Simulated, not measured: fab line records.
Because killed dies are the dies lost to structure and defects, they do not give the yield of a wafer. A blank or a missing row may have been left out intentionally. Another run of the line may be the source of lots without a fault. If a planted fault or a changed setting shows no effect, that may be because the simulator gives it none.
Which of the tools did it?	flow nandHarc	13 lots, 37 wafers sampled, at 6 steps of a route of 1302

WHAT THE GAUGES SHOWED, per wafer
NHARC_A_M1_THK_MEAS_24: measures by xrf. Usual: thkNm reads 154.3 nm (standard deviation 1.6).
lot	measured	on	thkNm (nm)	flag
L310	day 22 23:12	filmMetro-02	154.1 153.8 156.3	
L311	day 23 23:58	filmMetro-01	157.0 155.7 154.8	
L312	day 24 04:53	filmMetro-02	152.8 152.4 154.2	
L314	day 24 16:11	filmMetro-02	153.4 154.3 153.8	
L317	day 26 00:58	filmMetro-01	153.7 153.6 151.2	
L316	day 26 01:21	filmMetro-01	156.7 154.3 154.0	
L315	day 26 08:16	filmMetro-01	146.9 148.4	OFF
L327	day 29 15:52	filmMetro-02	152.4 155.8 153.9	
L326	day 30 01:40	filmMetro-02	154.0 154.6 154.7	
L330	day 31 18:29	filmMetro-01	155.2 152.7 155.0	
L332	day 31 20:09	filmMetro-02	151.6 155.8 152.8	
L329	day 31 22:05	filmMetro-01	153.7 155.2 153.8	
L331	day 32 14:14	filmMetro-02	154.4 155.9 154.9	

NHARC_END_SORT_01. Usual: defectLimitedYield is 90 % with standard deviation 3.1, killedAtArray is 62 with standard deviation 20, killedAtOther is 0.8 with standard deviation 1.1, killedAtPeriphery is 3.5 with standard deviation 2.4, killedDies is 66 with standard deviation 21, killedOpen is 3.5 with standard deviation 1.9, and killedShort is 2.5 with standard deviation 1.7.
lot	measured	on	defectLimitedYield (%)	killedAtArray	killedAtOther	killedAtPeriphery	killedDies	killedOpen	killedShort	flag
L310	day 24 10:16	prober-01	92 90 89	47 62 74	1 0 1	5 6 1	53 68 76	5 2 2	1 3 2	
L315	day 28 04:00	prober-01	86	91	1	3	95	3	1	
L327	day 31 00:34	prober-02	86 90 89	81 64 70	6 4 2	5 2 5	92 70 77	4 3 2	6 2 5	
L326	day 31 11:14	prober-02	87 88 89	82 72 68	0 4 1	3 8 5	85 84 74	2 5 4	3 3 1	
L329	day 33 11:43	prober-02	95 93 94	32 45 34	0 0 1	4 4 6	36 49 41	2 4 4	9 5 2	

WHICH TOOL RAN EACH LOT (tool, then ch and the chambers of the sampled wafers, then the start)
lot	NHARC_A_M1_DESCUM_14	NHARC_A_M1_PRE_CLEAN_30	NHARC_A_M1_CMP_23	NHARC_A_M1_DEP_33
L310	rieDiel-11 ch 1,2,3, day 22 20:45	pvdSputter-01, day 22 22:53 or earlier	cmp-03 ch 0,1,3, day 22 22:53	pecvd-03 ch 0,1,2, day 22 23:31
L311	rieDiel-11 ch 2,3, day 23 21:33	pvdSputter-03, day 23 23:44 or earlier	cmp-04 ch 0,1,3, day 23 23:44	pecvd-04 ch 1,2, day 24 00:16
L312	rieDiel-02 ch 0,1,3, day 24 02:25	pvdSputter-01, day 24 04:34 or earlier	cmp-03 ch 1,3, day 24 04:34	pecvd-04 ch 0,1, day 24 05:11
L314	rieDiel-04 ch 2,3, day 24 13:31	pvdSputter-01, day 24 15:56 or earlier	cmp-01 ch 0,1,2, day 24 15:56	pecvd-03 ch 0,1,2, day 24 16:29
L317	rieDiel-02 ch 1,2, day 25 22:25	pvdSputter-01, day 26 00:39 or earlier	cmp-03 ch 0,1,2, day 26 00:39	pecvd-04 ch 0,1,2, day 26 01:16
L316	rieDiel-02 ch 2,3, day 25 22:56	pvdSputter-03, day 26 01:02 or earlier	cmp-03 ch 0,1, day 26 01:02	pecvd-03 ch 0,1, day 26 01:40
L315	rieDiel-11 ch 3, day 26 05:48	pvdSputter-02, day 26 07:57 or earlier	cmp-03 ch 2, day 26 07:57	pecvd-04 ch 0, day 26 14:38
L327	rieDiel-02 ch 1,2, day 29 13:23	pvdSputter-03, day 29 15:34 or earlier	cmp-03 ch 1,2,3, day 29 15:34	pecvd-03 ch 0,2, day 29 16:15
L326	rieDiel-04 ch 0,2, day 29 23:07	pvdSputter-01, day 30 01:20 or earlier	cmp-03 ch 0,1, day 30 01:20	pecvd-04 ch 0,1,2, day 30 01:58
L330	rieDiel-02 ch 0,1,3, day 31 16:00	pvdSputter-01, day 31 18:12 or earlier	cmp-03 ch 1,2,3, day 31 18:12	pecvd-02 ch 1,2, day 31 19:02
L332	rieDiel-02 ch 1,3, day 31 17:40	pvdSputter-02, day 31 19:50 or earlier	cmp-01 ch 1,2,3, day 31 19:50	pecvd-02 ch 0,1,2, day 31 20:32
L329	rieDiel-02 ch 0,2,3, day 31 19:40	pvdSputter-03, day 31 21:46 or earlier	cmp-03 ch 0,2,3, day 31 21:46	pecvd-04 ch 0,2, day 31 22:24
L331	rieDiel-11 ch 0,1,3, day 32 11:41	pvdSputter-01, day 32 13:59 or earlier	cmp-03 ch 1,2,3, day 32 13:59	pecvd-04 ch 0,1, day 32 14:33
- NHARC_A_M1_DESCUM_14: chemistry O2, time 3 s.
- NHARC_A_M1_PRE_CLEAN_30: time 30 s.
- NHARC_A_M1_CMP_23: polishes, t overpolish 20 s, target thk 154.34 nm.
- NHARC_A_M1_DEP_33: deposits SiCN, target thk 30 nm.

WHAT THE TOOLS THEMSELVES READ (means of the sampled wafers that have a number; where no wafer has one, the mark that the record gives instead)
NHARC_A_M1_DESCUM_14. Usual: drypumpMotorCurrentA 5.7 A, standard deviation 0.53; oesProductAu 1.000 a.u., standard deviation 0.013; rfVppV 57.9 V, standard deviation 1; showerheadPlenumPTorr 1.92 Torr, standard deviation 0.093; throttleValvePct 11.313 %, standard deviation 0.0083.
lot	tool	drypumpMotorCurrentA (A)	oesProductAu (a.u.)	rfVppV (V)	showerheadPlenumPTorr (Torr)	throttleValvePct (%)	flag
L310	rieDiel-11	5.8	1.009	58.1	1.90	11.318	
L311	rieDiel-11	5.6	0.995	57.8	1.87	11.305	
L312	rieDiel-02	5.9	0.995	57.9	1.93	11.311	
L314	rieDiel-04	5.3	1.008	57.5	1.98	11.306	
L317	rieDiel-02	5.5	1.003	58.2	2.00	11.318	
L316	rieDiel-02	5.5	0.997	57.0	1.97	11.311	
L315	rieDiel-11	5.0	0.992	57.4	1.80	11.326	
L327	rieDiel-02	5.5	1.001	58.7	2.00	11.313	
L326	rieDiel-04	6.6	0.995	57.1	1.82	11.316	
L330	rieDiel-02	5.9	0.997	57.5	1.93	11.313	
L332	rieDiel-02	5.8	1.018	58.2	1.99	11.308	
L329	rieDiel-02	5.5	0.996	57.7	1.91	11.314	
L331	rieDiel-11	5.3	1.008	58.2	1.84	11.312	

NHARC_A_M1_PRE_CLEAN_30. Usual: heaterPowerW reads 407 W (standard deviation 43).
lot	tool	heaterPowerW (W)	flag
L310	pvdSputter-01	406	
L311	pvdSputter-03	423	
L312	pvdSputter-01	427	
L314	pvdSputter-01	430	
L317	pvdSputter-01	421	
L316	pvdSputter-03	390	
L315	pvdSputter-02	426	
L327	pvdSputter-03	373	
L326	pvdSputter-01	437	
L330	pvdSputter-01	397	
L332	pvdSputter-02	440	
L329	pvdSputter-03	403	
L331	pvdSputter-01	410	

NHARC_A_M1_CMP_23. Usual: motorCurrentA 11.8 A, standard deviation 1.7; timeToEndpointS 28.4 s, standard deviation 2.9.
lot	tool	motorCurrentA (A)	timeToEndpointS (s)	flag
L310	cmp-03	11.2	29.2	
L311	cmp-04	12.8	28.6	
L312	cmp-03	11.5	25.1	
L314	cmp-01	13.1	26.0	
L317	cmp-03	11.5	29.5	
L316	cmp-03	11.8	31.8	
L315	cmp-03	10.5	15.1	OFF
L327	cmp-03	11.1	29.3	
L326	cmp-03	12.0	30.8	
L330	cmp-03	11.2	31.1	
L332	cmp-01	12.3	27.5	
L329	cmp-03	10.8	29.8	
L331	cmp-03	11.4	28.1	

NHARC_A_M1_DEP_33. Usual: heaterPowerW reads 570 W (standard deviation 59).
lot	tool	heaterPowerW (W)	flag
L310	pecvd-03	541	
L311	pecvd-04	564	
L312	pecvd-04	611	
L314	pecvd-03	550	
L317	pecvd-04	573	
L316	pecvd-03	525	
L315	pecvd-04	507	
L327	pecvd-03	591	
L326	pecvd-04	555	
L330	pecvd-02	601	
L332	pecvd-02	640	
L329	pecvd-04	521	
L331	pecvd-04	568	

THE ANSWER, worked out from the rows above alone
Rule: lot off if the mean of its wafers having a number is beyond 3 standard deviations from the usual mean. Also off: a lot with no number at a reading for which 4 or more lots have one. All remaining lots with rows at the step are treated as sound. First the gauges in route order, then the tools' own readings, where a lot's mean is used as printed above. At the first step where some lot is off, the reading lying furthest off is the one used; lots without a number count as furthest.
Off: L315 (NHARC_A_M1_THK_MEAS_24, thkNm).
If a tool, at a process step before that reading, ran all the lots that are off and no sound lot after the first of them, it fits. The gauges at NHARC_A_M1_THK_MEAS_24 aren't tried: what is off there is off at NHARC_A_M1_CMP_23 too, on other tools, and a gauge's error can't cause that. Because NHARC_A_M1_PRE_CLEAN_30 lacks a start for some lots, the hours and order of its lots are taken from NHARC_A_M1_CMP_23. Of those tried, none fits.

WHAT THE SIMULATOR HAD INSERTED
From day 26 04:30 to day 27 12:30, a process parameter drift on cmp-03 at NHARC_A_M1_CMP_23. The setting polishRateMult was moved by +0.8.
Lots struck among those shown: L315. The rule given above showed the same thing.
